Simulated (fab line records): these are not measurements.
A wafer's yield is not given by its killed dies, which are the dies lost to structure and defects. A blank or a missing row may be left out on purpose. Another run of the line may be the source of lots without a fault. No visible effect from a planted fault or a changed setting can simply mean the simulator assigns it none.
Chamber matching    flow n5-finfet    cvd-co-02 running N5_MOL_CONTACT_COAG_CO_FILL_22: 3 sister chambers
The step material Co, precursor CCTBA/H2, target thk 20 nm. 22 wafers are shown with their chamber, then 11 later ones without.

== WAFERS WITH THEIR CHAMBER ==
wafer   chamber  heater-power-w (W)  susceptor-temp-C (C)
L074.1  2        209                 200.01
L074.4  1        255                 200.18
L074.6  0        245                 200.21
L078.1  1        254                 199.81
L078.2  0        244                 199.96
L078.4  0        241                 199.99
L079.1  0        245                 200.20
L079.4  1        255                 200.26
L079.6  2        209                 200.04
L082.3  1        243                 200.19
L082.4  1        251                 200.21
L082.6  2        214                 199.94
L084.1  2        211                 199.76
L084.3  0        245                 199.97
L084.5  1        251                 199.95
L087.1  1        258                 200.09
L087.2  2        208                 199.91
L087.5  2        206                 199.90
L088.1  2        214                 200.10
L088.4  0        243                 200.15
L088.5  2        215                 199.93
L090.1  2        210                 200.06

SIGNATURES (means of the wafers above)
reading           chamber 0  chamber 1  chamber 2  scatter within a chamber
heater-power-w    243.83     252.43     210.67     3.47
susceptor-temp-C  200.0800   200.0986   199.9611   0.129
Rule: a wafer's distance from a chamber is the root of the sum, over the readings, of the square of ((its reading less the chamber's mean) divided by the reading's scatter). The wafer belongs to the nearest chamber; if the next one is less than 2 further off, it can't be placed. How the scatter is found: for the shown wafers, subtract from each reading the mean of its chamber, square and add these, divide the total by (wafers less chambers), then take the root.

== WAFERS MISSING THEIR CHAMBER ==
wafer   heater-power-w (W)  susceptor-temp-C (C)
L090.5  246                 200.20
L090.6  211                 199.99
L093.2  248                 199.95
L093.4  245                 199.91
L093.6  246                 200.01
L097.1  210                 200.03
L097.3  244                 199.82
L097.6  203                 200.06
L096.1  211                 199.97
L096.3  244                 200.20
L096.4  244                 199.82

== THE CHAMBER EACH PASSED THROUGH ==
wafer   from the rows above      in truth
L090.5  can't be placed: 0 or 1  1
L090.6  2                        2
L093.2  can't be placed: 0 or 1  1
L093.4  can't be placed: 0 or 1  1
L093.6  can't be placed: 0 or 1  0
L097.1  2                        2
L097.3  can't be placed: 0 or 1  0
L097.6  2                        2
L096.1  2                        2
L096.3  can't be placed: 0 or 1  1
L096.4  can't be placed: 0 or 1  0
Placed correctly: 4 of 11. Unplaceable from these rows: 7, with the true chamber sitting among the candidates in 7. 0 placed wrongly.
